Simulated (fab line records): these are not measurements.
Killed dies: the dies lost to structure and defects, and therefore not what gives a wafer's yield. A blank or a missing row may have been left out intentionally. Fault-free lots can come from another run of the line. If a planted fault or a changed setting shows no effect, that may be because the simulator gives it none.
Matching of chambers | flow nandHarc | 4 sister chambers for NHARC_A_BLC_DESCUM_15 on rieDiel-09
The step chemistry O2, time 3 s. 14 wafers are shown with their chamber, then 7 later ones without.

## WAFERS PAIRED WITH THEIR CHAMBERS
wafer  | chamber | showerheadPlenumPTorr (Torr) | drypumpMotorCurrentA (A) | oesProductAu (a.u.)
L365.1 | 0       | 1.94                         | 5.36                     | 0.999
L365.4 | 1       | 2.05                         | 5.72                     | 1.000
L365.5 | 3       | 1.82                         | 5.53                     | 1.007
L366.3 | 3       | 1.82                         | 5.53                     | 1.018
L366.4 | 0       | 1.94                         | 5.36                     | 0.981
L366.6 | 2       | 1.79                         | 5.85                     | 0.989
L368.2 | 1       | 2.04                         | 5.73                     | 1.001
L368.5 | 0       | 1.94                         | 5.36                     | 1.003
L368.6 | 2       | 1.79                         | 5.80                     | 0.983
L370.4 | 3       | 1.82                         | 5.53                     | 1.015
L370.5 | 2       | 1.79                         | 5.83                     | 0.991
L370.6 | 1       | 2.04                         | 5.68                     | 0.997
L371.1 | 1       | 2.04                         | 5.70                     | 1.016
L371.4 | 3       | 1.82                         | 5.49                     | 1.006

SIGNATURES (averages over the wafers above)
reading               | chamber 0 | chamber 1 | chamber 2 | chamber 3 | scatter within a chamber
showerheadPlenumPTorr | 1.9400    | 2.0425    | 1.7900    | 1.8200    | 0.00274
drypumpMotorCurrentA  | 5.3600    | 5.7075    | 5.8267    | 5.5200    | 0.0199
oesProductAu          | 0.99433   | 1.00350   | 0.98767   | 1.01150   | 0.00795
Rule: for a wafer and a chamber, the distance is found by dividing, reading by reading, the gap between the wafer's reading and the chamber's mean by the reading's scatter, squaring, summing and taking the root. If the next closest chamber is less than 2 further off than the closest, the wafer can't be placed; otherwise it belongs to the closest. The scatter: take each reading less its chamber's mean, square it, sum over the shown wafers, divide by the number of wafers less the number of chambers, and take the root.

## WAFERS WITHOUT THEIR CHAMBER
wafer  | showerheadPlenumPTorr (Torr) | drypumpMotorCurrentA (A) | oesProductAu (a.u.)
L371.5 | 1.82                         | 5.52                     | 1.005
L374.1 | 1.79                         | 5.78                     | 0.990
L374.2 | 1.81                         | 5.53                     | 1.002
L374.5 | 1.79                         | 5.81                     | 0.983
L380.2 | 2.04                         | 5.74                     | 1.007
L380.3 | 1.79                         | 5.82                     | 0.992
L380.5 | 1.79                         | 5.84                     | 0.992

## THE CHAMBER EACH PASSED THROUGH
wafer  | from the rows above | in truth
L371.5 | 3                   | 3
L374.1 | 2                   | 2
L374.2 | 3                   | 3
L374.5 | 2                   | 2
L380.2 | 1                   | 1
L380.3 | 2                   | 2
L380.5 | 2                   | 2
Correct placement for 7 of the 7. Not placeable from these rows: 0. Placed wrongly: 0.
